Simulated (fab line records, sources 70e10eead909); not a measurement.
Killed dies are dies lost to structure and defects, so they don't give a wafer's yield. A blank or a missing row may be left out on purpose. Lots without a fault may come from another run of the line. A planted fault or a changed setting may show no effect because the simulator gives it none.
Which tool did it? | flow nand_harc | 13 lots, 39 wafers sampled, at 4 steps of a route of 1159

WHAT THE GAUGES READ, wafer by wafer
NHARC_A_M1_CD_MEAS_09: target cd 120 nm. Usual: cd_nm 120.1 nm, standard deviation 0.65.
lot  | measured     | on        | cd_nm (nm)        | flag
L885 | day 17 22:53 | cd_sem-01 | 119.9 120.1 119.6 |
L886 | day 18 06:04 | cd_sem-01 | 120.4 121.2 119.9 |
L887 | day 18 10:26 | cd_sem-01 | 120.2 120.5 120.0 |
L892 | day 18 21:17 | cd_sem-03 | 119.2 120.8 119.6 |
L888 | day 18 22:15 | cd_sem-03 | 120.1 121.6 120.2 |
L891 | day 19 06:59 | cd_sem-02 | 119.0 119.5 119.3 |
L889 | day 19 07:49 | cd_sem-03 | 121.2 120.6 120.7 |
L897 | day 20 07:25 | cd_sem-01 | 119.4 120.7 120.8 |
L904 | day 22 16:25 | cd_sem-01 | 120.6 121.4 119.5 |
L902 | day 22 17:32 | cd_sem-01 | 122.8 120.6 122.3 |
L905 | day 22 20:55 | cd_sem-01 | 119.3 120.1 119.5 |
L907 | day 23 11:43 | cd_sem-01 | 121.0 119.2 120.0 |
L908 | day 23 19:22 | cd_sem-02 | 120.5 120.1 120.1 |

NHARC_A_M1_OVL_MEAS_10: pitch 240 nm. Usual: overlay_x_nm -0.1 nm, standard deviation 0.76; overlay_y_nm -0.2 nm, standard deviation 0.64.
lot  | measured     | on         | overlay_x_nm (nm) | overlay_y_nm (nm) | flag
L885 | day 17 22:58 | overlay-01 | 0.0 0.6 -0.2      | -0.8 -0.9 -1.4    |
L886 | day 18 06:10 | overlay-01 | -0.5 -1.0 -1.0    | -0.5 -0.3 -0.5    |
L887 | day 18 10:32 | overlay-01 | -0.5 -0.2 -0.6    | 1.2 0.7 1.7       |
L892 | day 18 21:22 | overlay-02 | -1.3 -1.1 -1.4    | -0.8 -1.0 -0.4    |
L888 | day 18 22:20 | overlay-01 | 1.1 1.0 1.2       | 0.8 0.4 0.6       |
L891 | day 19 07:05 | overlay-02 | -0.5 0.2 0.0      | 1.0 0.4 0.5       |
L889 | day 19 07:54 | overlay-02 | 0.0 0.0 -0.3      | -0.4 -0.2 0.5     |
L897 | day 20 07:30 | overlay-01 | -1.3 -0.6 -0.9    | 0.1 -0.1 0.8      |
L904 | day 22 16:31 | overlay-01 | -0.1 0.0 0.4      | -1.1 -1.0 -1.3    |
L902 | day 22 17:37 | overlay-02 | 1.8 1.5 1.1       | 0.0 -0.5 0.2      |
L905 | day 22 20:59 | overlay-01 | -1.1 -0.3 -0.8    | 0.1 0.0 0.3       |
L907 | day 23 11:47 | overlay-01 | -0.3 -0.4 0.0     | 0.0 -1.2 -0.1     |
L908 | day 23 19:28 | overlay-02 | 0.5 0.2 0.6       | 0.2 0.1 0.1       |

NHARC_A_M1_INSPECT_11. Usual: raw_defect_count 32, standard deviation 14.
lot  | measured     | on                | raw_defect_count | flag
L885 | day 17 23:01 | defect_inspect-02 | 12 15 16         |
L886 | day 18 06:11 | defect_inspect-01 | 39 41 42         |
L887 | day 18 10:35 | defect_inspect-01 | 21 23 24         |
L892 | day 18 21:25 | defect_inspect-02 | 18 30 31         |
L888 | day 18 22:23 | defect_inspect-01 | 30 37 29         |
L891 | day 19 07:07 | defect_inspect-02 | 26 36 24         |
L889 | day 19 07:56 | defect_inspect-01 | 26 25 29         |
L897 | day 20 07:32 | defect_inspect-02 | 47 61 40         |
L904 | day 22 16:33 | defect_inspect-02 | 48 47 39         |
L902 | day 22 17:39 | defect_inspect-02 | 13 16 6          |
L905 | day 22 21:02 | defect_inspect-02 | 44 38 40         |
L907 | day 23 11:50 | defect_inspect-02 | 21 17 25         |
L908 | day 23 19:29 | defect_inspect-02 | 43 58 58         |

WHICH TOOL RAN EACH LOT (tool, then ch and the chambers of the sampled wafers, then the start)
lot  | NHARC_A_M1_PEB_07
L885 | litho_track-06 ch 0, day 17 22:49
L886 | litho_track-04 ch 0, day 18 05:59
L887 | litho_track-06 ch 0, day 18 10:22
L892 | litho_track-04 ch 0, day 18 21:12
L888 | litho_track-01 ch 0, day 18 22:10
L891 | litho_track-06 ch 0, day 19 06:55
L889 | litho_track-04 ch 0, day 19 07:44
L897 | litho_track-04 ch 0, day 20 07:20
L904 | litho_track-04 ch 0, day 22 16:20
L902 | litho_track-01 ch 0, day 22 17:27
L905 | litho_track-06 ch 0, day 22 20:49
L907 | litho_track-04 ch 0, day 23 11:38
L908 | litho_track-04 ch 0, day 23 19:17
- NHARC_A_M1_PEB_07: peb time 65 s.

WHAT THE TOOLS THEMSELVES READ (means of the sampled wafers that have a number; where no wafer has one, the mark that the record gives instead)
The record holds no such reading with a usual standard deviation.

THE ANSWER, worked out from the rows above alone
Rule: a lot is off if the mean of its wafers that have a number lies more than 3 standard deviations from the usual mean. A lot without any number at a reading at which 4 lots or more have one is off too. The other lots that the step has rows for count as sound. The gauges are gone through in route order, then the tools' own readings, and for those a lot's mean is taken as printed above. The first step at which some lot is off is used, and at that step the reading that is off furthest; a lot without a number counts as furthest.
No lot is off at any reading shown: from this, nothing can be told.

WHAT THE SIMULATOR HAD PUT IN
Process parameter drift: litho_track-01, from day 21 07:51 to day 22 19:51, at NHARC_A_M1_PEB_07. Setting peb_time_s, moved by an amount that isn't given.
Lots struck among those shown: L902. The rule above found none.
